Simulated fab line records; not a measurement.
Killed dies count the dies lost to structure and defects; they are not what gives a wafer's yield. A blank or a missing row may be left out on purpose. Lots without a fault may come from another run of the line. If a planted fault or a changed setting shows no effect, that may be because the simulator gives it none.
Problem report in the 8D (eight disciplines) form, filled by code    flow n5-finfet    the parts of the form that need people (team, actions taken, sign-off) are left out

== 1. PROBLEM STATEMENT ==
N5_BEOL_M3_CO_CAP_55, run-length-s: mean 101.7 s on 2 wafers (1 lot); fault-free wafers 124.9 s, standard deviation 0.36. That puts it -65 standard deviations away from the usual mean.
The step: material Co, precursor CCTBA/H2, target thk 2 nm, time 102.1 s.
Earliest sighting: wafer L816.2 on cvd-co-01 at day 9 16:43. At this step, 15 wafers from 5 lots have a number in the record. Rule for "out", or "out of limits": more than 4 standard deviations from the usual mean. The other wafers with a number count as sound.

== 2. WHAT IT IS, AND WHAT IT ISN'T ==
question                     is                is not
which readings at this step  run-length-s      heater-power-w
which lots                   L816              L813, L820, L827, L830
which wafers of those lots   L816.2, L816.6    L816.3
read on which tools          cvd-co-01         cvd-co-02
when                         from day 9 16:43  up to then (4 sound wafers); but 9 sound wafers of L820, L827, L830 came after

== 3. WHAT RULES OUT EACH SUSPECT ==
Counting: a tool at a process step up to the reading stays a suspect if it ran every lot that is out. Sound lots after the first of them don't rule it out here, since some wafers of a struck lot are sound.
- pvd-sputter-03 at N5_BEOL_M3_ANNEAL_91 (time 240 s): kept. It ran the lot that is out, L816 (day 9 15:16).
- pvd-sputter-03 at N5_BEOL_M3_SPUTTER_92 (material Cu, target thk 4.5 nm, time 8.29 s): kept. It ran the lot that is out, L816 (day 9 15:25).
- pvd-sputter-03 at N5_BEOL_M3_ANNEAL_93 (time 240 s): kept. It ran the lot that is out, L816 (day 9 15:29).
- pvd-sputter-03 at N5_BEOL_M3_SPUTTER_96 (material Cu, target thk 4.5 nm, time 8.29 s): kept. It ran the lot that is out, L816 (day 9 15:51).
- rtp-anneal-01 at N5_BEOL_M3_ANNEAL_51 (time 90 s): kept. L816, the lot that is out, went through it at day 9 16:05; up to then, the latest sound lot through it was L813 at day 8 23:34.
- cvd-co-01 at N5_BEOL_M3_CO_CAP_55 (material Co, precursor CCTBA/H2, target thk 2 nm, time 102.1 s): kept. It ran the lot that is out, L816 (day 9 16:43). Its own run-length-s readings are out on those wafers.
- Within cvd-co-01 at N5_BEOL_M3_CO_CAP_55, the wafers that are out were processed in chamber 1 and their sound lot-mates in chamber 2.
Left after counting: pvd-sputter-03 at N5_BEOL_M3_ANNEAL_91, pvd-sputter-03 at N5_BEOL_M3_SPUTTER_92, pvd-sputter-03 at N5_BEOL_M3_ANNEAL_93, pvd-sputter-03 at N5_BEOL_M3_SPUTTER_96, rtp-anneal-01 at N5_BEOL_M3_ANNEAL_51, cvd-co-01 at N5_BEOL_M3_CO_CAP_55.

== 4. THE CAUSE (what the simulator had put in) ==
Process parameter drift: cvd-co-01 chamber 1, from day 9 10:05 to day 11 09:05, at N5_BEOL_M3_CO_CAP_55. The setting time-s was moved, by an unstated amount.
After counting, 6 suspects remain, this tool included.

== 5. THE CHAIN OF EFFECTS, in route order ==
Each row: a reading whose mean over the struck wafers that have a number lies more than 3 standard deviations from the usual. Only readings whose record carries a usual standard deviation are examined. hours: median over the lots of the time between each lot's start at the first step of this table that gives one and its start at this step. sigmas: the change, counted in usual standard deviations.
hours  step                  reading       usual    on struck wafers  change  sigmas
0      N5_BEOL_M3_CO_CAP_55  run-length-s  124.9 s  101.7             -23.2   -65
Process steps it contains:
- N5_BEOL_M3_CO_CAP_55: material Co, precursor CCTBA/H2, target thk 2 nm, time 102.1 s.
At these later measuring or inspecting steps, every struck wafer for which the step has a row has a number for every such reading, and none has moved that far: N5_BEOL_M4_RC_MEAS_101.

== 6. HOW IT WOULD HAVE BEEN CAUGHT EARLIER ==
In this record the first reading out of limits was taken at day 9 16:43, 7 hours after the fault began at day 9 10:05.
